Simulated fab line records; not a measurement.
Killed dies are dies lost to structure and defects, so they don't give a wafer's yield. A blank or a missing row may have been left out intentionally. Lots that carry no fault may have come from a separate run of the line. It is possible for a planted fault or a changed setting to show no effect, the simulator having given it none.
Split-lot study || flow n5-finfet || 21 wafers read from 7 lots, route of 1938 steps

== THE SPLIT ==
At N5_WELL_APT_COAT_02 (resist thk 950 nm), the setting spin-rpm was moved away from the recipe's 1357 rpm on 6 of the 21 wafers read, by -7.7% to +8.0%. This setting was run at the recipe's value on the other wafers.

The reading comes from the split's own step.

== THE READING ==
coat_of_WELL_APT_COAT_02.thk-nm (the simulator's own value, which no gauge read), in nm, at N5_WELL_APT_COAT_02 (resist thk 950 nm). There is no usual value for it anywhere in the file. Average 950.1 nm, standard deviation 2 nm, over the 15 wafers here run with the recipe.

{"wafer": "L075.1", "tool, chamber at the split": "litho-track-02, 0", "spin-rpm as run, rpm": 1466, "against the recipe": "+8.0%", "coat_of_WELL_APT_COAT_02.thk-nm, nm": 915.1, "against lot-mates on the recipe": -37.3}
{"wafer": "L075.4", "tool, chamber at the split": "litho-track-02, 0", "spin-rpm as run, rpm": 1466, "against the recipe": "+8.0%", "coat_of_WELL_APT_COAT_02.thk-nm, nm": 916.5, "against lot-mates on the recipe": -35.9}
{"wafer": "L075.6", "tool, chamber at the split": "litho-track-02, 0", "spin-rpm as run, rpm": 1357, "against the recipe": "recipe", "coat_of_WELL_APT_COAT_02.thk-nm, nm": 952.4, "against lot-mates on the recipe": "-"}
{"wafer": "L076.1", "tool, chamber at the split": "litho-track-03, 0", "spin-rpm as run, rpm": 1357, "against the recipe": "recipe", "coat_of_WELL_APT_COAT_02.thk-nm, nm": 948.4, "against lot-mates on the recipe": "-"}
{"wafer": "L076.2", "tool, chamber at the split": "litho-track-03, 0", "spin-rpm as run, rpm": 1357, "against the recipe": "recipe", "coat_of_WELL_APT_COAT_02.thk-nm, nm": 951.5, "against lot-mates on the recipe": "-"}
{"wafer": "L076.5", "tool, chamber at the split": "litho-track-03, 0", "spin-rpm as run, rpm": 1357, "against the recipe": "recipe", "coat_of_WELL_APT_COAT_02.thk-nm, nm": 952.3, "against lot-mates on the recipe": "-"}
{"wafer": "L084.1", "tool, chamber at the split": "litho-track-05, 0", "spin-rpm as run, rpm": 1307, "against the recipe": "-3.7%", "coat_of_WELL_APT_COAT_02.thk-nm, nm": 969.5, "against lot-mates on the recipe": "+20.0"}
{"wafer": "L084.5", "tool, chamber at the split": "litho-track-05, 0", "spin-rpm as run, rpm": 1357, "against the recipe": "recipe", "coat_of_WELL_APT_COAT_02.thk-nm, nm": 949.7, "against lot-mates on the recipe": "-"}
{"wafer": "L084.6", "tool, chamber at the split": "litho-track-05, 0", "spin-rpm as run, rpm": 1357, "against the recipe": "recipe", "coat_of_WELL_APT_COAT_02.thk-nm, nm": 949.2, "against lot-mates on the recipe": "-"}
{"wafer": "L089.3", "tool, chamber at the split": "litho-track-03, 0", "spin-rpm as run, rpm": 1357, "against the recipe": "recipe", "coat_of_WELL_APT_COAT_02.thk-nm, nm": 949, "against lot-mates on the recipe": "-"}
{"wafer": "L089.5", "tool, chamber at the split": "litho-track-03, 0", "spin-rpm as run, rpm": 1357, "against the recipe": "recipe", "coat_of_WELL_APT_COAT_02.thk-nm, nm": 949.2, "against lot-mates on the recipe": "-"}
{"wafer": "L089.6", "tool, chamber at the split": "litho-track-03, 0", "spin-rpm as run, rpm": 1357, "against the recipe": "recipe", "coat_of_WELL_APT_COAT_02.thk-nm, nm": 947.3, "against lot-mates on the recipe": "-"}
{"wafer": "L094.1", "tool, chamber at the split": "litho-track-05, 0", "spin-rpm as run, rpm": 1357, "against the recipe": "recipe", "coat_of_WELL_APT_COAT_02.thk-nm, nm": 949.2, "against lot-mates on the recipe": "-"}
{"wafer": "L094.6", "tool, chamber at the split": "litho-track-05, 0", "spin-rpm as run, rpm": 1357, "against the recipe": "recipe", "coat_of_WELL_APT_COAT_02.thk-nm, nm": 949.2, "against lot-mates on the recipe": "-"}
{"wafer": "L094.4", "tool, chamber at the split": "litho-track-05, 0", "spin-rpm as run, rpm": 1357, "against the recipe": "recipe", "coat_of_WELL_APT_COAT_02.thk-nm, nm": 946.7, "against lot-mates on the recipe": "-"}
{"wafer": "L095.4", "tool, chamber at the split": "litho-track-05, 0", "spin-rpm as run, rpm": 1357, "against the recipe": "recipe", "coat_of_WELL_APT_COAT_02.thk-nm, nm": 953.9, "against lot-mates on the recipe": "-"}
{"wafer": "L095.5", "tool, chamber at the split": "litho-track-05, 0", "spin-rpm as run, rpm": 1357, "against the recipe": "recipe", "coat_of_WELL_APT_COAT_02.thk-nm, nm": 951.8, "against lot-mates on the recipe": "-"}
{"wafer": "L095.6", "tool, chamber at the split": "litho-track-05, 0", "spin-rpm as run, rpm": 1252, "against the recipe": "-7.7%", "coat_of_WELL_APT_COAT_02.thk-nm, nm": 991.8, "against lot-mates on the recipe": "+39.0"}
{"wafer": "L097.4", "tool, chamber at the split": "litho-track-05, 0", "spin-rpm as run, rpm": 1454, "against the recipe": "+7.1%", "coat_of_WELL_APT_COAT_02.thk-nm, nm": 917.5, "against lot-mates on the recipe": -33.8}
{"wafer": "L097.5", "tool, chamber at the split": "litho-track-05, 0", "spin-rpm as run, rpm": 1454, "against the recipe": "+7.1%", "coat_of_WELL_APT_COAT_02.thk-nm, nm": 919.2, "against lot-mates on the recipe": -32.1}
{"wafer": "L097.6", "tool, chamber at the split": "litho-track-05, 0", "spin-rpm as run, rpm": 1357, "against the recipe": "recipe", "coat_of_WELL_APT_COAT_02.thk-nm, nm": 951.3, "against lot-mates on the recipe": "-"}

FIT RESULTS
A straight line over all 21 wafers: coat_of_WELL_APT_COAT_02.thk-nm changes by -4.64 nm for each +1% of spin-rpm; r = -0.99; the points scatter about the line by 2.4 nm.
The same after taking each lot's own level away (the mean of its wafers on the recipe; 21 wafers): -4.74 nm for each +1%; r = -1.00; scatter 1.3 nm.
According to that fit, moving spin-rpm by its largest amount changes the reading by 38 nm.
The lots' own levels span 948.37 to 952.85 nm, that is 2.3 times the standard deviation above.
Consequently the slope shifts little with the lot-to-lot level, the two slopes agreeing.
Check: for one of the wafers moved furthest among these (+8.0%), held out of the fit, the line's prediction against its lot-mates is -37.7 nm. It came out at -37.3 nm against them.

== ADDITIONAL SPLITS CARRIED BY THESE WAFERS ==
Note: prior to the reading, these wafers also went through further splits. Each is held against what the fit with the lots' levels taken away leaves over:
{"other split on the same wafers": "N5_ZERO_LAYER_EXPOSE_08 dose-mj", "wafers away from the commonest value": 2, "r with coat_of_WELL_APT_COAT_02.thk-nm (lot level and that fit taken away)": -0.10}

== FILE'S OWN FIT ==
coat_of_WELL_APT_COAT_02.thk-nm changes by -4.78 nm for each +1% of spin-rpm, r = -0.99.
